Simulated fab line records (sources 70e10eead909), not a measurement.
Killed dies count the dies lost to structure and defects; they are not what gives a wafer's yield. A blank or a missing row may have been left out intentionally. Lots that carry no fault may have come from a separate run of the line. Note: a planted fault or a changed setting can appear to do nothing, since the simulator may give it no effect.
Chamber matching    flow nandHarc    NHARC_A_STAIRCASE_CMP_152 on cmp-02: 4 sister chambers
The step polishes. 7 wafers are shown with their chamber, then 7 later ones without.

== EACH WAFER AND ITS CHAMBER ==
wafer   chamber  motorCurrentA (A)
L077.1  0        12.7
L077.2  1        10.9
L079.2  2        11.6
L079.5  0        12.0
L079.6  1        10.6
L086.1  2        11.3
L086.2  3        11.3

== WAFERS WHOSE CHAMBER IS MISSING ==
wafer   motorCurrentA (A)
L086.5  11.0
L092.1  9.6
L092.4  11.8
L092.5  11.3
L095.1  12.6
L095.3  11.4
L095.6  11.3

== CHAMBER TAKEN BY EACH ==
wafer   from the rows above           in truth
L086.5  can't be placed: 1 or 3 or 2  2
L092.1  can't be placed: 1 or 3       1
L092.4  can't be placed: 2 or 3 or 0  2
L092.5  can't be placed: 3 or 2 or 1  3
L095.1  0                             0
L095.3  can't be placed: 2 or 3 or 1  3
L095.6  can't be placed: 3 or 2 or 1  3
Correct placement for 1 of the 7. From these rows, 6 cannot be placed; in 6 the true chamber is one of the candidates. 0 placed wrongly.
How it was worked out, from the rows above alone: a wafer's distance from a chamber is the root of the sum, over the readings, of the square of ((its reading less the chamber's mean) divided by the reading's scatter). If the next closest chamber is less than 2 further off than the closest, the wafer can't be placed; otherwise it belongs to the closest. Each chamber's mean is taken over the wafers shown for it. The scatter is the square root of a quotient: the sum, over the shown wafers, of each reading's squared deviation from its chamber's mean, divided by wafers minus chambers.
